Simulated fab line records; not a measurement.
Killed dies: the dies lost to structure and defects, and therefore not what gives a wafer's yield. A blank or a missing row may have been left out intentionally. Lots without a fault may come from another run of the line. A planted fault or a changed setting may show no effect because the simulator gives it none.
Lot-split experiment :: flow n5-finfet :: on a route of 1938 steps: 7 lots, 21 wafers read

## ABOUT THE SPLIT
At N5_DUMMY_GATE_ETCH_37 (etches SOC in N2/H2, target depth 60 nm, overetch 30 nm), the setting source-w was moved away from the recipe's 840 W on 8 of the 21 wafers read, by +11.3% to +14.7%. For the rest of the wafers, this setting stayed at what the recipe calls for.

The reading is taken at the split's own step.

## THE READING
rf-vpp-V, in V, at N5_DUMMY_GATE_ETCH_37 (etches SOC in N2/H2, target depth 60 nm, overetch 30 nm). Typical for fault-free wafers on this fab line: 523.0 V, with standard deviation 2.6 V.

wafer: L075.3
tool, chamber at the split: rie-diel-05, 2
source-w as run, W: 935.1
against the recipe: +11.3%
rf-vpp-V, V: 503.1
against lot-mates on the recipe: no lot-mate on the recipe

wafer: L075.4
tool, chamber at the split: rie-diel-05, 3
source-w as run, W: 935.1
against the recipe: +11.3%
rf-vpp-V, V: 503.1
against lot-mates on the recipe: no lot-mate on the recipe

wafer: L075.5
tool, chamber at the split: rie-diel-05, 1
source-w as run, W: 935.1
against the recipe: +11.3%
rf-vpp-V, V: 508.4
against lot-mates on the recipe: no lot-mate on the recipe

wafer: L077.2
tool, chamber at the split: rie-diel-06, 2
source-w as run, W: 840
against the recipe: recipe
rf-vpp-V, V: 523.0
against lot-mates on the recipe: -

wafer: L077.3
tool, chamber at the split: rie-diel-06, 0
source-w as run, W: 840
against the recipe: recipe
rf-vpp-V, V: 522.4
against lot-mates on the recipe: -

wafer: L077.4
tool, chamber at the split: rie-diel-06, 3
source-w as run, W: 840
against the recipe: recipe
rf-vpp-V, V: 523.0
against lot-mates on the recipe: -

wafer: L080.1
tool, chamber at the split: rie-diel-06, 2
source-w as run, W: 840
against the recipe: recipe
rf-vpp-V, V: 522.2
against lot-mates on the recipe: -

wafer: L080.3
tool, chamber at the split: rie-diel-06, 2
source-w as run, W: 840
against the recipe: recipe
rf-vpp-V, V: 522.4
against lot-mates on the recipe: -

wafer: L080.5
tool, chamber at the split: rie-diel-06, 0
source-w as run, W: 840
against the recipe: recipe
rf-vpp-V, V: 520.8
against lot-mates on the recipe: -

wafer: L081.2
tool, chamber at the split: rie-diel-06, 2
source-w as run, W: 935.4
against the recipe: +11.4%
rf-vpp-V, V: 504.6
against lot-mates on the recipe: -18.2

wafer: L081.5
tool, chamber at the split: rie-diel-06, 3
source-w as run, W: 840
against the recipe: recipe
rf-vpp-V, V: 522.8
against lot-mates on the recipe: -

wafer: L081.6
tool, chamber at the split: rie-diel-06, 2
source-w as run, W: 935.4
against the recipe: +11.4%
rf-vpp-V, V: 503.2
against lot-mates on the recipe: -19.6

wafer: L085.2
tool, chamber at the split: rie-diel-05, 1
source-w as run, W: 840
against the recipe: recipe
rf-vpp-V, V: 526.3
against lot-mates on the recipe: -

wafer: L085.4
tool, chamber at the split: rie-diel-05, 0
source-w as run, W: 840
against the recipe: recipe
rf-vpp-V, V: 521.8
against lot-mates on the recipe: -

wafer: L085.6
tool, chamber at the split: rie-diel-05, 2
source-w as run, W: 840
against the recipe: recipe
rf-vpp-V, V: 520.8
against lot-mates on the recipe: -

wafer: L088.1
tool, chamber at the split: rie-diel-05, 1
source-w as run, W: 963.5
against the recipe: +14.7%
rf-vpp-V, V: 504.2
against lot-mates on the recipe: -16.0

wafer: L088.5
tool, chamber at the split: rie-diel-05, 3
source-w as run, W: 963.5
against the recipe: +14.7%
rf-vpp-V, V: 496.3
against lot-mates on the recipe: -23.9

wafer: L088.6
tool, chamber at the split: rie-diel-05, 2
source-w as run, W: 840
against the recipe: recipe
rf-vpp-V, V: 520.2
against lot-mates on the recipe: -

wafer: L095.1
tool, chamber at the split: rie-diel-06, 1
source-w as run, W: 840
against the recipe: recipe
rf-vpp-V, V: 527.9
against lot-mates on the recipe: -

wafer: L095.3
tool, chamber at the split: rie-diel-06, 2
source-w as run, W: 840
against the recipe: recipe
rf-vpp-V, V: 522.2
against lot-mates on the recipe: -

wafer: L095.6
tool, chamber at the split: rie-diel-06, 3
source-w as run, W: 962.7
against the recipe: +14.6%
rf-vpp-V, V: 498.4
against lot-mates on the recipe: -26.6

THE FIT
A straight line over all 21 wafers: rf-vpp-V changes by -1.59 V for each +1% of source-w; r = -0.97; the points scatter about the line by 2.4 V.
The same after taking each lot's own level away (the mean of its wafers on the recipe; 18 wafers): -1.55 V for each +1%; r = -0.97; scatter 2.5 V.
On that fit, the largest move of source-w shifts the reading by 23 V.
Across the lots, their own levels run from 520.20 to 525.05 V, a range of 1.9 times the standard deviation given above.
The two slopes agree, so the slope changes little with the lot-to-lot level.
Check: -25 V against its lot-mates is what the line predicts for one of the wafers moved furthest among these (+14.7%) when that wafer is left out of the fit. It came out at -16 V against them.
Tool readings at the split's step, against how far the setting was moved: rf-vpp-V r = -0.97.

## OTHER SPLITS APPLIED TO THESE WAFERS
Before the reading, these wafers also passed through other splits. Each is held against what the fit with the lots' levels taken away leaves over:
other split on the same wafers: N5_ZERO_LAYER_PECVD_02 time-s
wafers away from the commonest value: 6
r with rf-vpp-V (lot level and that fit taken away): -0.69

other split on the same wafers: N5_PMOS_HMC_CHANNEL_EPI_COAT_31 spin-rpm
wafers away from the commonest value: 6
r with rf-vpp-V (lot level and that fit taken away): +0.22

other split on the same wafers: N5_PMOS_HMC_CHANNEL_EPI_COAT_03 spin-rpm
wafers away from the commonest value: 6
r with rf-vpp-V (lot level and that fit taken away): +0.03

other split on the same wafers: N5_FIN_SAQP_HM_DEP_03 time-s
wafers away from the commonest value: 5
r with rf-vpp-V (lot level and that fit taken away): +0.17

other split on the same wafers: N5_FIN_SAQP_EXPOSE_13 dose-mj
wafers away from the commonest value: 9
r with rf-vpp-V (lot level and that fit taken away): -0.38

other split on the same wafers: N5_FIN_SAQP_COAT_68 spin-rpm
wafers away from the commonest value: 11
r with rf-vpp-V (lot level and that fit taken away): -0.31

other split on the same wafers: N5_FIN_SAQP_ETCH_69 target-depth-a
wafers away from the commonest value: 6
r with rf-vpp-V (lot level and that fit taken away): -0.46

## THE WHOLE CHAIN: every reading that the file lists as answering this split, in the file's order
step: N5_DUMMY_GATE_ETCH_37
what it does: etches SOC in N2/H2, target depth 60 nm, overetch 30 nm
reading: rf-vpp-V
change (the file's fit): -1.6 V for each +1% of the setting
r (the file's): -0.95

step: N5_DUMMY_GATE_ETCH_37
what it does: etches SOC in N2/H2, target depth 60 nm, overetch 30 nm
reading: SiARC_of_DUMMY_GATE_COAT_35.thk-nm (the simulator's own value, which no gauge read)
change (the file's fit): -0.0396 nm for each +1% of the setting
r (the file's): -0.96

## THE FILE'S OWN FIT
rf-vpp-V changes by -1.6 V for each +1% of source-w, r = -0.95.
